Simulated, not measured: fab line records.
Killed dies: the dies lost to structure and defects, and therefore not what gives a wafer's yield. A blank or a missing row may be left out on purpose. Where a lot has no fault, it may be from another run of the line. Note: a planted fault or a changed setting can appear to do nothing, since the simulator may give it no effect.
fab line records | flow n5_finfet
[record] lots = 5 | wafers = 14 | last_day = 17
route steps=1938 shown BEOL_M2@911 BEOL_M4@1111 PASSIVATION@1936
lots that met no fault: from a run of the same line without faults
start_h: the number of hours between the record's first day and the start of the first shown wafer of the lot | wait_h: time in hours since the lot's previous step | " repeats the value in the row above | L1.1+2: a single row standing in for several wafers | - value missing, or start not given | * or withheld: withheld | < > ~ a bound
route shown NAME@n: a module of which the file shows steps, and the number in the route of the first | usual: the fault-free wafers' mean and standard deviation | same: alike in all rows | chamber/n: place in a boat | sites: each site's reading | _std_site: their standard deviation | _edge_site: inner sites' mean taken away from outer sites' mean | radius_mm: how far each site lies from the wafer's centre | mask NAME#n: copy n | behind: tool/chamber where the wafer was last shaped | hold: the reason the lot was held/the length of the hold in hours/how it ended | device: whichever transistor did not switch (one of n, p or np) | end of line: the same wafers' tests at the end of the route | for a step that has no rows: nothing shown but its recipe | killed: at the first sort, the dies lost to defects and structure; wafer yield is something else | map: the dies of a wafer, with x for killed, . for not killed, _ for no die there
set.NAME: the setting as run; set.NAME@STEP: as run at that earlier step | model.NAME: the simulator's own value behind a step, which no gauge read
lots at some steps of the route; a table a step, a row a wafer
services: when a tool's chamber went out of use (start_h, in hours from the record's first day, below 0 if earlier), for how many hours, and the reason
[[steps]]
[step N5_BEOL_M2_ANNEAL_87]
[recipe] temp_c = 400 | time_s = 240 | ambient = vacuum
[step N5_BEOL_M2_SPUTTER_88]
[recipe] material = Cu | target_thk_a = 45 | temp_c = -20 | chamber_pressure_pa = 0.07 | power_w = withheld | time_s = 8.29
[step N5_BEOL_M2_ANNEAL_89]
[recipe] temp_c = 400 | time_s = 240 | ambient = vacuum
[usual] heater_power_w = 854/110 | susceptor_temp_C_max = 401.0/0.45
lot.wafer | tool           | chamber | start_h | wait_h | heater_power_w | susceptor_temp_C_max
L653.2    | pvd_sputter-02 | -       | 165.65  | 0.0    | 777            | 400.5
L653.4    | "              | -       | "       | "      | 998            | 401.5
L653.6    | "              | -       | "       | "      | 795            | 401.1
L658.3    | pvd_sputter-02 | -       | 193.48  | 0.0    | 1051           | 401.8
L658.5    | "              | -       | "       | "      | 1052           | 401.9
L658.6    | "              | -       | "       | "      | 984            | 401.4
L664.1    | pvd_sputter-03 | -       | 232.90  | 0.0    | 825            | 401.3
L664.2    | "              | -       | "       | "      | 879            | 400.9
L670.3    | pvd_sputter-03 | -       | 273.27  | 0.0    | 836            | 401.1
L670.5    | "              | -       | "       | "      | 733            | 401.5
L670.6    | "              | -       | "       | "      | 742            | 400.3
L671.1    | pvd_sputter-01 | -       | 276.29  | 0.0    | 846            | 400.5
L671.3    | "              | -       | "       | "      | 986            | 401.2
L671.6    | "              | -       | "       | "      | 897            | 401.3
[step N5_BEOL_M2_SPUTTER_90]
[recipe] material = Cu | target_thk_a = 45 | temp_c = -20 | chamber_pressure_pa = 0.07 | power_w = withheld | time_s = 8.29
[step N5_BEOL_M2_ANNEAL_91]
[recipe] temp_c = 400 | time_s = 240 | ambient = vacuum
[step N5_BEOL_M2_SPUTTER_92]
[recipe] material = Cu | target_thk_a = 45 | temp_c = -20 | chamber_pressure_pa = 0.07 | power_w = withheld | time_s = 8.29
[usual] throttle_valve_pct = 30.0/0.43
lot.wafer | tool           | chamber | start_h | wait_h | throttle_valve_pct
L653.2    | pvd_sputter-02 | -       | 166.01  | 0.1    | 30.0
L653.4    | "              | -       | "       | "      | 29.4
L653.6    | "              | -       | "       | "      | 29.8
L658.3    | pvd_sputter-02 | -       | 193.84  | 0.1    | 30.7
L658.5    | "              | -       | "       | "      | 30.8
L658.6    | "              | -       | "       | "      | 29.3
L664.1    | pvd_sputter-03 | -       | 233.26  | 0.1    | 29.8
L664.2    | "              | -       | "       | "      | 30.0
L670.3    | pvd_sputter-03 | -       | 273.63  | 0.1    | 29.7
L670.5    | "              | -       | "       | "      | 30.0
L670.6    | "              | -       | "       | "      | 30.6
L671.1    | pvd_sputter-01 | -       | 276.65  | 0.1    | 30.0
L671.3    | "              | -       | "       | "      | 29.3
L671.6    | "              | -       | "       | "      | 30.0
[step N5_BEOL_M2_ANNEAL_93]
[recipe] temp_c = 400 | time_s = 240 | ambient = vacuum
[usual] heater_power_w = 855/110 | susceptor_temp_C_max = 401.0/0.39
lot.wafer | tool           | chamber | start_h | wait_h | heater_power_w | susceptor_temp_C_max
L653.2    | pvd_sputter-02 | -       | 166.09  | 0.0    | 774            | 400.8
L653.4    | "              | -       | "       | "      | 982            | 402.3
L653.6    | "              | -       | "       | "      | 792            | 400.3
L658.3    | pvd_sputter-02 | -       | 193.92  | 0.0    | 1037           | 401.5
L658.5    | "              | -       | "       | "      | 1033           | 401.0
L658.6    | "              | -       | "       | "      | 990            | 401.1
L664.1    | pvd_sputter-03 | -       | 233.34  | 0.0    | 850            | 400.7
L664.2    | "              | -       | "       | "      | 872            | 400.5
L670.3    | pvd_sputter-03 | -       | 273.71  | 0.0    | 821            | 400.8
L670.5    | "              | -       | "       | "      | 736            | 401.6
L670.6    | "              | -       | "       | "      | 732            | 400.3
L671.1    | pvd_sputter-01 | -       | 276.73  | 0.0    | 862            | 400.7
L671.3    | "              | -       | "       | "      | 978            | 401.1
L671.6    | "              | -       | "       | "      | 918            | 400.9
[step N5_BEOL_M2_SPUTTER_94]
[recipe] material = Cu | target_thk_a = 45 | temp_c = -20 | chamber_pressure_pa = 0.07 | power_w = withheld | time_s = 8.29
[step N5_BEOL_M2_ANNEAL_95]
[recipe] temp_c = 400 | time_s = 240 | ambient = vacuum
[step N5_BEOL_M2_SPUTTER_96]
[recipe] material = Cu | target_thk_a = 45 | temp_c = -20 | chamber_pressure_pa = 0.07 | power_w = withheld | time_s = 8.29
[usual] throttle_valve_pct = 30.0/0.41
lot.wafer | tool           | chamber | start_h | wait_h | throttle_valve_pct
L653.2    | pvd_sputter-02 | -       | 166.45  | 0.1    | 30.4
L653.4    | "              | -       | "       | "      | 29.6
L653.6    | "              | -       | "       | "      | 30.2
L658.3    | pvd_sputter-02 | -       | 194.28  | 0.1    | 30.5
L658.5    | "              | -       | "       | "      | 30.6
L658.6    | "              | -       | "       | "      | 29.5
L664.1    | pvd_sputter-03 | -       | 233.70  | 0.1    | 29.8
L664.2    | "              | -       | "       | "      | 29.8
L670.3    | pvd_sputter-03 | -       | 274.07  | 0.1    | 29.9
L670.5    | "              | -       | "       | "      | 30.0
L670.6    | "              | -       | "       | "      | 30.5
L671.1    | pvd_sputter-01 | -       | 277.09  | 0.1    | 30.1
L671.3    | "              | -       | "       | "      | 29.7
L671.6    | "              | -       | "       | "      | 30.0
[step N5_BEOL_M2_ECD_50]
[recipe] material = Cu | target_thk_a = 3000
[step N5_BEOL_M2_ANNEAL_51]
[recipe] temp_c = 225 | time_s = 90 | ambient = N2
[usual] wafer_temp_C_max = 226.4/0.79
lot.wafer | tool          | chamber | start_h | wait_h | wafer_temp_C_max
L653.2    | rtp_anneal-01 | 0       | 166.69  | 0.1    | 225.9
L653.4    | "             | 0       | "       | "      | 225.6
L653.6    | "             | 0       | "       | "      | 225.8
L658.3    | rtp_anneal-02 | 0       | 194.56  | 0.1    | 226.4
L658.5    | "             | 0       | "       | "      | 227.3
L658.6    | "             | 0       | "       | "      | 227.2
L664.1    | rtp_anneal-02 | 0       | 233.89  | 0.1    | 227.7
L664.2    | "             | 0       | "       | "      | 227.0
L670.3    | rtp_anneal-02 | 0       | 274.36  | 0.1    | 226.3
L670.5    | "             | 0       | "       | "      | 227.1
L670.6    | "             | 0       | "       | "      | 227.0
L671.1    | rtp_anneal-02 | 0       | 277.29  | 0.1    | 227.1
L671.3    | "             | 0       | "       | "      | 227.3
L671.6    | "             | 0       | "       | "      | 227.1
[step N5_BEOL_M2_CMP_52]
[recipe] stop_on = SiOC | t_overpolish_s = 6.8 | down_force_psi = 1 | platen_rpm = 50 | clearing_platen_down_force_psi = 1.5 | clearing_platen_rpm = 50 | post_cmp_clean = cu_alkaline | target_thk_nm = 40 | clearing_platen_pad_velocity_m_s = 0.99484 | pad_velocity_m_s = 0.99484
[usual] barrier_field_endpoint_s = 24.8/0.54 | motor_current_A = 6.4/0.63 | overpolish_run_s = 6.800/0.0086 | time_to_endpoint_s = 64.1/2.7
lot.wafer | tool   | chamber | start_h | wait_h | barrier_field_endpoint_s | motor_current_A | overpolish_run_s | time_to_endpoint_s | model.Cu_of_BEOL_M2_ECD_50.thk_nm | model.SiOC_of_BEOL_M2_ILD_DEP_00.thk_nm
L653.2    | cmp-04 | 2       | 166.94  | 0.2    | 25.3                     | 6.7             | 6.813            | 66.9               | 41.6                              | 75
L653.4    | "      | 3       | "       | "      | 25.0                     | 6.3             | 6.805            | 65.2               | 43                                | 76.6
L653.6    | "      | 2       | "       | "      | 25.7                     | 6.3             | 6.797            | 69.2               | 42.4                              | 77.2
L658.3    | cmp-04 | 0       | 194.77  | 0.2    | 23.9                     | 6.0             | 6.793            | 62.6               | 42                                | 75.8
L658.5    | "      | 0       | "       | "      | 24.5                     | 5.6             | 6.809            | 63.2               | 42.2                              | 77
L658.6    | "      | 1       | "       | "      | 25.0                     | 6.1             | 6.796            | 65.0               | 39.6                              | 77.4
L664.2    | cmp-04 | 3       | 234.29  | 0.3    | 14.4                     | 6.4             | 6.789            | 38.6               | 37.6                              | 72.6
L664.1    | "      | 2       | "       | "      | 24.4                     | 6.7             | 6.798            | 62.9               | 41.4                              | 76
L670.3    | cmp-03 | 3       | 274.56  | 0.2    | 24.5                     | 6.0             | 6.805            | 61.4               | 39.4                              | 74.8
L670.6    | "      | 3       | "       | "      | 24.7                     | 5.9             | 6.819            | 63.4               | 40.2                              | 76.2
L670.5    | "      | 0       | "       | "      | 25.0                     | 5.5             | 6.796            | 63.2               | 39                                | 76.6
L671.3    | cmp-02 | 0       | 277.60  | 0.2    | 24.6                     | 7.1             | 6.793            | 66.2               | 37.8                              | 74.2
L671.1    | "      | 2       | "       | "      | 24.6                     | 6.2             | 6.793            | 64.7               | 39                                | 74
L671.6    | "      | 0       | "       | "      | 24.8                     | 6.7             | 6.806            | 64.8               | 39.8                              | 75.4
[step N5_BEOL_M4_RC_MEAS_101]
[usual] DIBL_N = 36.4/1.4 | DIBL_P = 36.3/1.5 | IOFF_N = 0.162/0.023 | IOFF_P = 0.211/0.027 | ION_N = 676/9.7 | ION_P = 463/6.4 | SS_N = 71.5/0.5 | SS_P = 73.3/0.6 | VT_N = 249.3/2.5 | VT_P = -249.9/2.8
lot.wafer | tool      | chamber | start_h | wait_h | DIBL_N[mV/V] | DIBL_P[mV/V] | IOFF_N[nA/um] | IOFF_P[nA/um] | ION_N[uA/um] | ION_P[uA/um] | SS_N[mV/dec] | SS_P[mV/dec] | VT_N[mV] | VT_P[mV]
L653.2    | prober-01 | 0       | 184.19  | 0.2    | 36.2         | 37.0         | 0.157         | 0.197         | 686          | 458          | 71.5         | 73.6         | 251.2    | -253.0
L653.4    | "         | 0       | "       | "      | 35.7         | 35.8         | 0.142         | 0.176         | 667          | 462          | 71.1         | 72.7         | 251.7    | -253.5
L653.6    | "         | 0       | "       | "      | 34.8         | 35.1         | 0.137         | 0.172         | 676          | 458          | 70.7         | 72.8         | 251.9    | -256.7
L658.3    | prober-02 | 0       | 227.09  | 0.3    | 36.4         | 37.6         | 0.187         | 0.236         | 675          | 466          | 71.5         | 73.3         | 245.9    | -248.2
L658.5    | "         | 0       | "       | "      | 35.3         | 36.2         | 0.162         | 0.210         | 668          | 465          | 71.6         | 72.6         | 248.8    | -250.3
L658.6    | "         | 0       | "       | "      | 34.2         | 34.4         | 0.141         | 0.187         | 665          | 455          | 70.8         | 72.2         | 250.2    | -252.6
L664.1    | prober-01 | 0       | 254.61  | 0.0    | 35.5         | 35.9         | 0.159         | 0.230         | 678          | 470          | 71.0         | 72.8         | 247.9    | -248.4
L664.2    | "         | 0       | "       | "      | 35.6         | 36.2         | 0.166         | 0.223         | 672          | 463          | 71.5         | 73.6         | 245.4    | -248.1
L670.3    | prober-01 | 0       | 294.83  | 0.3    | 35.4         | 34.4         | 0.141         | 0.170         | 675          | 453          | 71.5         | 73.7         | 251.5    | -251.6
L670.5    | "         | 0       | "       | "      | 36.8         | 36.8         | 0.172         | 0.209         | 687          | 469          | 71.3         | 73.9         | 247.1    | -252.0
L670.6    | "         | 0       | "       | "      | 36.2         | 35.4         | 0.151         | 0.192         | 677          | 461          | 72.4         | 73.4         | 251.4    | -248.6
L671.1    | prober-01 | 0       | 296.12  | 0.0    | 37.1         | 37.6         | 0.166         | 0.215         | 694          | 473          | 71.7         | 72.8         | 247.7    | -249.5
L671.3    | "         | 0       | "       | "      | 40.1         | 41.0         | 0.224         | 0.282         | 693          | 471          | 72.4         | 73.8         | 244.3    | -247.7
L671.6    | "         | 0       | "       | "      | 36.9         | 36.3         | 0.155         | 0.202         | 663          | 457          | 71.2         | 73.4         | 252.6    | -251.1
[step N5_PASSIVATION_PROBE_49]
[usual] defect_limited_yield = 91.3/1.3 | killed_at_M0_to_M3 = 33/8.9 | killed_at_M4_up = 15/5.4 | killed_at_contacts = 13/5.8 | killed_at_front_end = 39/9.9 | killed_at_other = 3.2/2.9 | killed_dies = 102/15 | killed_open = 68/12 | killed_short = 34/7.6 | sort_bin_5_function = 5.1/0.89 | sort_bin_6_memory = 3.2/0.63 | sort_n_pass = 1078/15 | sort_yield_pct = 91.3/1.3
[same] gross_dies = 1180 | killed_at_back_side = 0 | sort_bin_4_leakage[%] = 0 | sort_bin_8_speed[%] = 0
lot.wafer | tool      | chamber | start_h | wait_h | defect_limited_yield[%] | killed_at_M0_to_M3 | killed_at_M4_up | killed_at_contacts | killed_at_front_end | killed_at_other | killed_dies | killed_open | killed_short | sort_bin_5_function[%] | sort_bin_6_memory[%] | sort_n_pass | sort_yield_pct[%]
L658.3    | prober-01 | -       | 331.66  | 0.1    | 91.3                    | 24                 | 17              | 9                  | 50                  | 3               | 103         | 52          | 50           | 4.2                    | 4.2                  | 1077        | 91.3
L658.5    | prober-01 | -       | 331.76  | 0.2    | 90.3                    | 36                 | 13              | 14                 | 49                  | 2               | 114         | 78          | 36           | 5.4                    | 3.6                  | 1066        | 90.3
L658.6    | prober-01 | -       | 331.81  | 0.3    | 89.2                    | 30                 | 25              | 14                 | 58                  | 0               | 127         | 87          | 40           | 6.4                    | 4.1                  | 1053        | 89.2
L664.1    | prober-02 | -       | 360.21  | 0.0    | 89.0                    | 39                 | 25              | 5                  | 61                  | 0               | 130         | 69          | 61           | 6.7                    | 4.0                  | 1050        | 89.0
L664.2    | prober-02 | -       | 360.26  | 0.1    | 91.3                    | 30                 | 16              | 9                  | 47                  | 1               | 103         | 61          | 40           | 4.8                    | 3.5                  | 1077        | 91.3
L670.3    | prober-01 | -       | 405.68  | 0.1    | 89.3                    | 37                 | 23              | 10                 | 52                  | 4               | 126         | 85          | 40           | 6.6                    | 3.7                  | 1054        | 89.3
L670.5    | prober-01 | -       | 405.78  | 0.2    | 89.9                    | 32                 | 23              | 14                 | 50                  | 0               | 119         | 79          | 40           | 5.8                    | 4.0                  | 1061        | 89.9
L670.6    | prober-01 | -       | 405.83  | 0.3    | 90.6                    | 35                 | 18              | 25                 | 32                  | 1               | 111         | 70          | 41           | 5.8                    | 3.4                  | 1069        | 90.6
// killed by level:class
L658.3 GATE_CUT:geometric_particle:short=12 FIN_SAQP:geometric_particle:short=10 FIN_SAQP:geometric_particle:open=7 STI_FIN_REVEAL:geometric_particle:open=6 BEOL_M0_SAQP:geometric_particle:open=6 BEOL_M5:geometric_particle:open=6 MOL_CONTACT_COAG:geometric_particle:short=5 BEOL_M0_SAQP:geometric_particle:short=5
L658.5 STI_FIN_REVEAL:geometric_particle:open=16 MOL_CONTACT_COAG:geometric_particle:open=10 BEOL_M3:geometric_particle:open=9 FIN_SAQP:geometric_particle:open=7 STI_FIN_REVEAL:geometric_particle:short=7 FIN_SAQP:geometric_particle:short=6 BEOL_M4:geometric_particle:open=6 BEOL_M0_SAQP:geometric_particle:short=5
L658.6 STI_FIN_REVEAL:geometric_particle:open=14 BEOL_M4:geometric_particle:open=13 FIN_SAQP:geometric_particle:short=11 MOL_CONTACT_COAG:geometric_particle:open=10 DUMMY_GATE:geometric_particle:open=8 BEOL_M3:geometric_particle:open=5 BEOL_M1:geometric_particle:short=5 GATE_CUT:geometric_particle:short=5
L664.1 FIN_SAQP:geometric_particle:short=25 BEOL_M4:geometric_particle:open=17 STI_FIN_REVEAL:geometric_particle:open=11 BEOL_M0_SAQP:geometric_particle:short=10 BEOL_M1:geometric_particle:open=10 FIN_SAQP:geometric_particle:open=7 BEOL_M0_SAQP:geometric_particle:open=6 BEOL_M0:geometric_particle:open=6
L664.2 FIN_SAQP:geometric_particle:short=13 GATE_CUT:geometric_particle:short=12 FIN_SAQP:geometric_particle:open=10 BEOL_M0_SAQP:geometric_particle:open=9 BEOL_M0_SAQP:geometric_particle:short=8 MOL_CONTACT_COAG:geometric_particle:open=6 GATE_CUT:geometric_particle:open=5 BEOL_M3:geometric_particle:open=5
L670.3 STI_FIN_REVEAL:geometric_particle:open=15 BEOL_M2:geometric_particle:open=13 DUMMY_GATE:geometric_particle:open=9 BEOL_M4:geometric_particle:short=9 MOL_CONTACT_COAG:geometric_particle:open=8 BEOL_M4:geometric_particle:open=6 BEOL_M1:geometric_particle:open=5 BEOL_M0:geometric_particle:open=5
L670.5 BEOL_M4:geometric_particle:open=14 FIN_SAQP:geometric_particle:short=11 MOL_CONTACT_COAG:geometric_particle:open=11 BEOL_M1:geometric_particle:open=11 GATE_CUT:geometric_particle:short=9 STI_FIN_REVEAL:geometric_particle:open=7 ILD0:geometric_particle:open=7 BEOL_M3:geometric_particle:open=7
L670.6 MOL_CONTACT_COAG:geometric_particle:open=18 BEOL_M0_SAQP:geometric_particle:short=11 MOL_CONTACT_COAG:geometric_particle:short=7 BEOL_M1:geometric_particle:open=6 BEOL_M0:geometric_particle:open=6 STI_FIN_REVEAL:geometric_particle:open=5 BEOL_M4:geometric_particle:open=5 STARTING-WAFER:geometric_particle:short=5
[[services]]
tool           | chamber | start_h | hours | kind
cmp-02         | -       | 144.15  | 2.5   | repair
cmp-04         | -       | 145.72  | 5.4   | pm
cmp-04         | -       | 153.98  | 1.3   | repair
cmp-02         | -       | 156.20  | 0.8   | repair
pvd_sputter-01 | -       | 164.86  | 1.5   | repair
pvd_sputter-02 | -       | 187.05  | 3.7   | repair
cmp-03         | -       | 210.09  | 40.3  | repair
cmp-04         | -       | 213.26  | 4.0   | pm
cmp-04         | -       | 217.26  | -     | consumable_replace:conditioner
cmp-04         | -       | 217.26  | -     | consumable_replace:pad
cmp-04         | -       | 218.03  | 3.4   | repair
cmp-02         | -       | 226.81  | 4.0   | pm
cmp-02         | -       | 230.81  | -     | consumable_replace:conditioner
cmp-02         | -       | 230.81  | -     | consumable_replace:pad
cmp-02         | -       | 232.15  | 6.3   | pm
cmp-04         | -       | 242.97  | 1.0   | repair
cmp-04         | -       | 250.39  | 14.2  | pm
cmp-02         | -       | 253.63  | 2.3   | repair
cmp-04         | -       | 276.82  | 1.1   | repair
[[key]]
[first_sign] step = N5_BEOL_M2_CMP_52 | reading = barrier_field_endpoint_s | direction = down | sigmas = 19 | usual = 24.8 | struck = 14.4
[effect] step = N5_BEOL_M2_CMP_52 | reading = time_to_endpoint_s | direction = down | sigmas = 9.4 | usual = * | struck = *
[model_effect] step = N5_BEOL_M2_CMP_52 | value = Cu_of_BEOL_M2_ECD_50.thk_nm | without = 40 | struck = 37.6
met_at N5_BEOL_M2_CMP_52
struck_wafers L664.2
onset_between 194.77 234.29
[fault] kind = process_parameter_drift | tool = cmp-04 | chamber = - | onset_h = 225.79 | steps = N5_BEOL_M2_CMP_52 | channel = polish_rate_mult | offset = 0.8 | shape = step | end_h = 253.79 | scope = struck_wafers_only
